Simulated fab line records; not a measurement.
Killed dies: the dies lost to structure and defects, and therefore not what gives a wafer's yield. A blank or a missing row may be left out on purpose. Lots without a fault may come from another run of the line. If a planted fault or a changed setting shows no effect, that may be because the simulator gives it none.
Which tool was responsible? | flow n5_finfet | 24 lots, 72 wafers sampled, at 6 steps of a route of 1938

## WHAT THE GAUGES SHOWED, per wafer
N5_BEOL_M15_CD_MEAS_17: the cd target is 360 nm.
lot  | measured     | on        | cd_nm (nm)
L074 | day 11 05:43 | cd_sem-01 | 358.9 358.1 362.7
L075 | day 11 08:09 | cd_sem-03 | 358.8 359.1 359.0
L077 | day 11 22:46 | cd_sem-02 | 359.8 359.8 363.7
L076 | day 12 01:50 | cd_sem-03 | 364.1 362.1 361.3
L079 | day 12 02:14 | cd_sem-03 | 357.0 367.8 361.3
L078 | day 12 09:48 | cd_sem-02 | 361.3 363.8 363.2
L080 | day 12 20:07 | cd_sem-01 | 354.9 360.2 357.1
L083 | day 13 04:27 | cd_sem-01 | 361.8 357.9 362.3
L081 | day 13 10:03 | cd_sem-02 | 361.4 362.0 361.0
L082 | day 13 21:12 | cd_sem-01 | 360.9 361.9 362.2
L084 | day 14 11:11 | cd_sem-02 | 360.6 360.7 358.9
L085 | day 14 12:22 | cd_sem-01 | 358.6 358.3 357.6
L086 | day 14 21:28 | cd_sem-01 | 365.9 362.9 361.6
L089 | day 15 02:26 | cd_sem-03 | 358.3 359.2 359.7
L087 | day 15 04:24 | cd_sem-03 | 358.4 361.9 363.1
L088 | day 15 09:01 | cd_sem-03 | 355.3 360.4 360.2
L090 | day 15 19:00 | cd_sem-02 | 359.2 361.1 360.3
L091 | day 16 08:29 | cd_sem-01 | 365.0 361.1 363.2
L094 | day 16 14:20 | cd_sem-01 | 365.3 363.2 359.8
L093 | day 17 11:25 | cd_sem-01 | 361.7 368.3 362.7
L095 | day 16 20:53 | cd_sem-01 | 359.0 358.7 365.0
L092 | day 17 07:20 | cd_sem-02 | 364.6 360.4 360.6
L096 | day 17 21:43 | cd_sem-01 | 356.7 359.1 366.6
L097 | day 18 08:36 | cd_sem-03 | 361.8 358.4 366.3

N5_MIM_BOT_LITHO_CD_MEAS_08: the cd target is 3000 nm.
lot  | measured     | on        | cd_nm (nm)
L074 | day 11 16:45 | cd_sem-01 | 3001.8 2999.5 3002.6
L075 | day 11 17:23 | cd_sem-02 | 3002.1 3000.5 2998.1
L077 | day 12 07:58 | cd_sem-03 | 2993.8 2995.7 2996.0
L076 | day 12 15:10 | cd_sem-02 | 3000.4 2998.3 3000.2
L079 | day 12 16:01 | cd_sem-02 | 2995.5 2996.8 2996.8
L078 | day 12 19:14 | cd_sem-03 | 2998.9 2998.4 3001.9
L080 | day 13 05:53 | cd_sem-03 | 2999.1 3000.9 2998.4
L083 | day 13 14:55 | cd_sem-01 | 2998.5 3001.2 3002.0
L081 | day 13 17:55 | cd_sem-01 | 3002.0 2999.1 2999.3
L082 | day 14 05:17 | cd_sem-03 | 3000.0 3001.5 3000.4
L084 | day 14 19:39 | cd_sem-02 | 3000.8 3004.1 2999.5
L085 | day 14 21:21 | cd_sem-01 | 2996.7 2998.0 2998.4
L086 | day 15 08:04 | cd_sem-03 | 2999.0 2993.9 2997.6
L089 | day 15 11:16 | cd_sem-03 | 2997.7 3000.3 3001.3
L087 | day 15 11:30 | cd_sem-01 | 3002.2 3000.2 2996.8
L088 | day 15 17:29 | cd_sem-02 | 2999.1 3005.8 3000.1
L090 | day 16 06:35 | cd_sem-02 | 2998.7 2999.1 3001.8
L091 | day 16 19:38 | cd_sem-02 | 3001.7 2997.9 2998.8
L094 | day 17 00:46 | cd_sem-03 | 2998.5 2999.7 2999.8
L093 | day 18 00:29 | cd_sem-01 | 2998.1 2998.6 3000.1
L095 | day 17 07:04 | cd_sem-02 | 2999.3 3000.5 3000.2
L092 | day 17 15:22 | cd_sem-03 | 3005.6 2997.5 3000.6
L096 | day 18 06:52 | cd_sem-02 | 2998.2 2998.3 3005.4
L097 | day 18 16:06 | cd_sem-02 | 2994.7 2996.3 2997.4

## TOOL THAT RAN EACH LOT (tool first, then ch and the chambers of the sampled wafers, then the start)
lot  | N5_BEOL_M14_STRIP_37               | N5_BEOL_M14_PRE_CLEAN_42     | N5_MIM_BOT_DEGAS_01          | N5_MIM_TOP_LITHO_DESCUM_10
L074 | rie_diel-05 ch 0,1,2, day 11 02:34 | pvd_sputter-03, day 11 02:52 | pvd_sputter-02, day 11 14:37 | rie_diel-01 ch 1,2,3, day 11 15:58
L075 | rie_diel-02 ch 1,2,3, day 11 05:01 | pvd_sputter-03, day 11 05:23 | pvd_sputter-03, day 11 15:17 | rie_diel-05 ch 0,1,3, day 11 16:44
L077 | rie_diel-02 ch 0,3, day 11 19:51   | pvd_sputter-01, day 11 20:19 | pvd_sputter-01, day 12 05:58 | rie_diel-02 ch 2,3, day 12 07:12
L076 | rie_diel-05 ch 0,1, day 11 23:03   | pvd_sputter-03, day 11 23:23 | pvd_sputter-01, day 12 13:01 | rie_diel-02 ch 0,1,3, day 12 14:31
L079 | rie_diel-01 ch 1,2,3, day 11 23:05 | pvd_sputter-02, day 11 23:26 | pvd_sputter-02, day 12 13:09 | rie_diel-02 ch 0,1,2, day 12 15:22
L078 | rie_diel-05 ch 0,3, day 12 06:54   | pvd_sputter-01, day 12 07:21 | pvd_sputter-03, day 12 17:03 | rie_diel-01 ch 0,2,3, day 12 18:22
L080 | rie_diel-01 ch 0,1,3, day 12 16:59 | pvd_sputter-02, day 12 17:25 | pvd_sputter-01, day 13 04:00 | rie_diel-02 ch 0,1,3, day 13 05:07
L083 | rie_diel-05 ch 0,1,2, day 13 00:45 | pvd_sputter-03, day 13 01:16 | pvd_sputter-01, day 13 12:26 | rie_diel-01 ch 0,1,2, day 13 14:08
L081 | rie_diel-05 ch 0,1,2, day 13 06:43 | pvd_sputter-02, day 13 07:30 | pvd_sputter-03, day 13 15:04 | rie_diel-02 ch 0,2, day 13 17:16
L082 | rie_diel-01 ch 0,2,3, day 13 18:18 | pvd_sputter-01, day 13 18:39 | pvd_sputter-01, day 14 03:20 | rie_diel-01 ch 0,2, day 14 04:37
L084 | rie_diel-05 ch 1,2, day 14 08:02   | pvd_sputter-02, day 14 08:44 | pvd_sputter-03, day 14 17:12 | rie_diel-05 ch 2,3, day 14 18:53
L085 | rie_diel-02 ch 0,1,3, day 14 09:23 | pvd_sputter-02, day 14 09:56 | pvd_sputter-02, day 14 17:55 | rie_diel-01 ch 1,2,3, day 14 20:32
L086 | rie_diel-02 ch 1,3, day 14 18:17   | pvd_sputter-03, day 14 18:55 | pvd_sputter-03, day 15 05:44 | rie_diel-02 ch 1,3, day 15 07:17
L089 | rie_diel-01 ch 0,1,2, day 14 23:16 | pvd_sputter-03, day 14 23:56 | pvd_sputter-01, day 15 09:10 | rie_diel-01 ch 1,2,3, day 15 10:24
L087 | rie_diel-05 ch 0,2,3, day 15 00:41 | pvd_sputter-02, day 15 01:16 | pvd_sputter-01, day 15 09:22 | rie_diel-02 ch 0,1,3, day 15 10:43
L088 | rie_diel-02 ch 0,1,2, day 15 05:55 | pvd_sputter-01, day 15 06:24 | pvd_sputter-03, day 15 15:36 | rie_diel-01 ch 0,3, day 15 16:50
L090 | rie_diel-01 ch 0,2,3, day 15 16:05 | pvd_sputter-02, day 15 16:23 | pvd_sputter-03, day 16 04:14 | rie_diel-01 ch 0,1,3, day 16 05:49
L091 | rie_diel-02 ch 2,3, day 16 04:58   | pvd_sputter-03, day 16 05:28 | pvd_sputter-01, day 16 17:07 | rie_diel-01 ch 0,1, day 16 18:48
L094 | rie_diel-02 ch 0,3, day 16 11:03   | pvd_sputter-03, day 16 11:54 | pvd_sputter-01, day 16 22:36 | rie_diel-02 ch 0,1, day 17 00:05
L093 | rie_diel-02 ch 1,3, day 16 17:13   | pvd_sputter-02, day 16 17:44 | pvd_sputter-03, day 17 21:05 | rie_diel-02 ch 2,3, day 17 23:39
L095 | rie_diel-01 ch 0,1, day 16 17:38   | pvd_sputter-03, day 16 18:19 | pvd_sputter-03, day 17 04:22 | rie_diel-05 ch 0,2, day 17 06:17
L092 | rie_diel-02 ch 0,1,3, day 17 04:16 | pvd_sputter-01, day 17 04:44 | pvd_sputter-02, day 17 13:29 | rie_diel-01 ch 1,2,3, day 17 14:36
L096 | rie_diel-01 ch 1,2,3, day 17 18:04 | pvd_sputter-01, day 17 18:47 | pvd_sputter-02, day 18 02:10 | rie_diel-05 ch 0,1,3, day 18 06:13
L097 | rie_diel-02 ch 1,2, day 18 05:14   | pvd_sputter-01, day 18 06:02 | pvd_sputter-03, day 18 14:06 | rie_diel-02 ch 0,2,3, day 18 15:27
- N5_BEOL_M14_STRIP_37: strips in O2.
- N5_BEOL_M14_PRE_CLEAN_42: time 30 s.
- N5_MIM_BOT_DEGAS_01: time 60 s.
- N5_MIM_TOP_LITHO_DESCUM_10: chemistry O2, time 7.9 s.

## AS READ BY THE TOOLS THEMSELVES (means over the sampled wafers that have a number; for cases with no such wafer, the mark the record gives instead)
N5_BEOL_M14_STRIP_37.
lot  | tool        | chamber_pressure_mTorr (mTorr) | drypump_motor_current_A (A) | o2_flow_sccm (sccm) | oes_product_au (a.u.) | rf_vpp_V (V) | showerhead_plenum_p_Torr (Torr) | throttle_valve_pct (%)
L074 | rie_diel-05 | 30.04                          | 5.4                         | 224.8               | 0.85                  | 3.6          | 2.13                            | 16.48
L075 | rie_diel-02 | 29.93                          | 5.5                         | 224.5               | 0.78                  | 4.1          | 2.17                            | 16.69
L077 | rie_diel-02 | 29.99                          | 5.0                         | 225.0               | 0.74                  | 3.3          | 2.10                            | 16.72
L076 | rie_diel-05 | 29.98                          | 5.5                         | 225.0               | 0.81                  | 2.9          | 2.09                            | 16.65
L079 | rie_diel-01 | 30.04                          | 5.5                         | 225.0               | 0.78                  | 2.7          | 2.13                            | 16.72
L078 | rie_diel-05 | 29.98                          | 5.2                         | 225.1               | 0.82                  | 3.6          | 2.09                            | 16.82
L080 | rie_diel-01 | 30.01                          | 5.8                         | 225.1               | 0.84                  | 4.3          | 2.17                            | 16.79
L083 | rie_diel-05 | 29.97                          | 5.4                         | 224.9               | 0.83                  | 4.2          | 2.13                            | 16.55
L081 | rie_diel-05 | 30.04                          | 5.4                         | 225.7               | 0.83                  | 3.0          | 2.13                            | 16.54
L082 | rie_diel-01 | 30.06                          | 5.7                         | 224.7               | 0.80                  | 3.8          | 2.13                            | 16.59
L084 | rie_diel-05 | 29.95                          | 5.3                         | 225.1               | 0.85                  | 3.5          | 2.16                            | 16.44
L085 | rie_diel-02 | 29.99                          | 5.0                         | 225.5               | 0.73                  | 3.2          | 2.13                            | 16.81
L086 | rie_diel-02 | 30.04                          | 5.0                         | 225.2               | 0.72                  | 4.5          | 2.17                            | 16.82
L089 | rie_diel-01 | 29.97                          | 5.6                         | 226.0               | 0.83                  | 3.4          | 2.16                            | 16.55
L087 | rie_diel-05 | 30.00                          | 5.2                         | 225.2               | 0.82                  | 3.3          | 2.09                            | 16.69
L088 | rie_diel-02 | 30.04                          | 5.4                         | 225.2               | 0.75                  | 3.3          | 2.16                            | 16.69
L090 | rie_diel-01 | 30.01                          | 5.6                         | 225.0               | 0.78                  | 3.0          | 2.12                            | 16.61
L091 | rie_diel-02 | 30.01                          | 5.6                         | 224.9               | 0.73                  | 3.6          | 2.12                            | 16.80
L094 | rie_diel-02 | 29.99                          | 5.0                         | 225.2               | 0.72                  | 4.7          | 2.08                            | 16.79
L093 | rie_diel-02 | 29.95                          | 5.1                         | 224.7               | 0.72                  | 3.2          | 2.13                            | 16.90
L095 | rie_diel-01 | 30.02                          | 5.8                         | 224.6               | 0.81                  | 3.5          | 2.20                            | 16.77
L092 | rie_diel-02 | 30.03                          | 5.0                         | 225.3               | 0.72                  | 4.2          | 2.12                            | 16.83
L096 | rie_diel-01 | 30.05                          | 5.5                         | 225.2               | 0.74                  | 4.5          | 2.12                            | 16.83
L097 | rie_diel-02 | 30.00                          | 5.4                         | 225.5               | 0.73                  | 3.4          | 2.19                            | 16.77

N5_BEOL_M14_PRE_CLEAN_42.
lot  | tool           | heater_power_w (W)
L074 | pvd_sputter-03 | 429
L075 | pvd_sputter-03 | 466
L077 | pvd_sputter-01 | 448
L076 | pvd_sputter-03 | 429
L079 | pvd_sputter-02 | 479
L078 | pvd_sputter-01 | 447
L080 | pvd_sputter-02 | 463
L083 | pvd_sputter-03 | 392
L081 | pvd_sputter-02 | 469
L082 | pvd_sputter-01 | 441
L084 | pvd_sputter-02 | 460
L085 | pvd_sputter-02 | 468
L086 | pvd_sputter-03 | 424
L089 | pvd_sputter-03 | 429
L087 | pvd_sputter-02 | 470
L088 | pvd_sputter-01 | 466
L090 | pvd_sputter-02 | 467
L091 | pvd_sputter-03 | 459
L094 | pvd_sputter-03 | 407
L093 | pvd_sputter-02 | 459
L095 | pvd_sputter-03 | 413
L092 | pvd_sputter-01 | 469
L096 | pvd_sputter-01 | 473
L097 | pvd_sputter-01 | 433

N5_MIM_BOT_DEGAS_01.
lot  | tool           | heater_power_w (W)
L074 | pvd_sputter-02 | 458
L075 | pvd_sputter-03 | 371
L077 | pvd_sputter-01 | 436
L076 | pvd_sputter-01 | 457
L079 | pvd_sputter-02 | 469
L078 | pvd_sputter-03 | 422
L080 | pvd_sputter-01 | 450
L083 | pvd_sputter-01 | 442
L081 | pvd_sputter-03 | 415
L082 | pvd_sputter-01 | 450
L084 | pvd_sputter-03 | 475
L085 | pvd_sputter-02 | 480
L086 | pvd_sputter-03 | 436
L089 | pvd_sputter-01 | 465
L087 | pvd_sputter-01 | 459
L088 | pvd_sputter-03 | 442
L090 | pvd_sputter-03 | 447
L091 | pvd_sputter-01 | 441
L094 | pvd_sputter-01 | 432
L093 | pvd_sputter-03 | 428
L095 | pvd_sputter-03 | 400
L092 | pvd_sputter-02 | 467
L096 | pvd_sputter-02 | 475
L097 | pvd_sputter-03 | 445

N5_MIM_TOP_LITHO_DESCUM_10.
lot  | tool        | bias_power_w (W) | chamber_pressure_mTorr (mTorr) | drypump_motor_current_A (A) | o2_flow_sccm (sccm) | oes_product_au (a.u.) | rf_vpp_V (V) | showerhead_plenum_p_Torr (Torr) | throttle_valve_pct (%)
L074 | rie_diel-01 | 20.01            | 19.994                         | 5.5                         | 225.4               | 0.79                  | 244.6        | 2.13                            | 20.48
L075 | rie_diel-05 | 19.99            | 19.986                         | 5.4                         | 225.3               | 0.80                  | 243.1        | 2.12                            | 20.46
L077 | rie_diel-02 | 20.01            | 19.978                         | 5.6                         | 225.0               | 0.76                  | 242.9        | 2.13                            | 20.49
L076 | rie_diel-02 | 19.96            | 20.003                         | 5.0                         | 224.7               | 0.74                  | 244.0        | 2.13                            | 20.54
L079 | rie_diel-02 | 19.99            | 19.987                         | 5.4                         | 224.8               | 0.79                  | 244.4        | 2.16                            | 20.43
L078 | rie_diel-01 | 19.99            | 20.000                         | 5.6                         | 225.6               | 0.81                  | 243.7        | 2.12                            | 20.31
L080 | rie_diel-02 | 19.97            | 20.004                         | 5.0                         | 225.1               | 0.74                  | 244.1        | 2.13                            | 20.55
L083 | rie_diel-01 | 20.05            | 20.001                         | 5.6                         | 224.5               | 0.84                  | 244.5        | 2.16                            | 20.28
L081 | rie_diel-02 | 20.01            | 19.984                         | 5.4                         | 224.4               | 0.76                  | 243.7        | 2.11                            | 20.39
L082 | rie_diel-01 | 20.03            | 20.013                         | 5.7                         | 225.2               | 0.86                  | 244.2        | 2.16                            | 20.09
L084 | rie_diel-05 | 20.00            | 20.015                         | 5.1                         | 224.7               | 0.86                  | 243.9        | 2.13                            | 20.32
L085 | rie_diel-01 | 19.98            | 20.000                         | 5.5                         | 225.9               | 0.76                  | 243.2        | 2.12                            | 20.52
L086 | rie_diel-02 | 20.00            | 19.983                         | 5.1                         | 224.0               | 0.72                  | 244.1        | 2.17                            | 20.62
L089 | rie_diel-01 | 19.96            | 19.993                         | 5.5                         | 224.9               | 0.75                  | 244.4        | 2.12                            | 20.52
L087 | rie_diel-02 | 20.01            | 20.000                         | 5.0                         | 225.1               | 0.72                  | 243.2        | 2.12                            | 20.57
L088 | rie_diel-01 | 20.02            | 20.000                         | 5.8                         | 224.9               | 0.78                  | 244.1        | 2.12                            | 20.62
L090 | rie_diel-01 | 20.02            | 19.999                         | 5.8                         | 224.8               | 0.79                  | 244.2        | 2.16                            | 20.58
L091 | rie_diel-01 | 20.02            | 20.001                         | 5.9                         | 224.7               | 0.84                  | 244.8        | 2.19                            | 20.35
L094 | rie_diel-02 | 20.03            | 20.018                         | 4.9                         | 225.3               | 0.73                  | 243.8        | 2.16                            | 20.57
L093 | rie_diel-02 | 19.97            | 19.997                         | 5.9                         | 225.0               | 0.75                  | 244.6        | 2.14                            | 20.44
L095 | rie_diel-05 | 20.04            | 20.011                         | 5.3                         | 225.3               | 0.82                  | 242.6        | 2.04                            | 20.43
L092 | rie_diel-01 | 20.03            | 19.991                         | 5.5                         | 224.3               | 0.73                  | 244.5        | 2.11                            | 20.55
L096 | rie_diel-05 | 19.98            | 20.017                         | 5.4                         | 224.8               | 0.76                  | 242.8        | 2.10                            | 20.55
L097 | rie_diel-02 | 20.06            | 20.002                         | 5.5                         | 224.8               | 0.72                  | 243.5        | 2.10                            | 20.50

## THE ANSWER, worked out from the rows above alone
Rule: what is usual is taken from the lots themselves. Put in order of their means at a reading, lots are off if they are a third of the lots or fewer, leave a main group of 4 or more, and stand apart from it by a gap of 3 or more times the standard deviation of the main group's means; of several such gaps the widest counts. The tables above print the reading to a certain number of digits; a main group whose means all agree to those digits is not used. A lot without any number at a reading at which 4 lots or more have one is off too. The other lots that the step has rows for count as sound. After the gauges, taken in route order, come the tools' own readings; for these a lot's mean is taken, as printed above. At the first step where some lot is off, the reading lying furthest off is the one used; lots without a number count as furthest.
No lot is off on any of the readings shown, so nothing can be concluded from this.

## WHAT THE SIMULATOR HAD PUT IN
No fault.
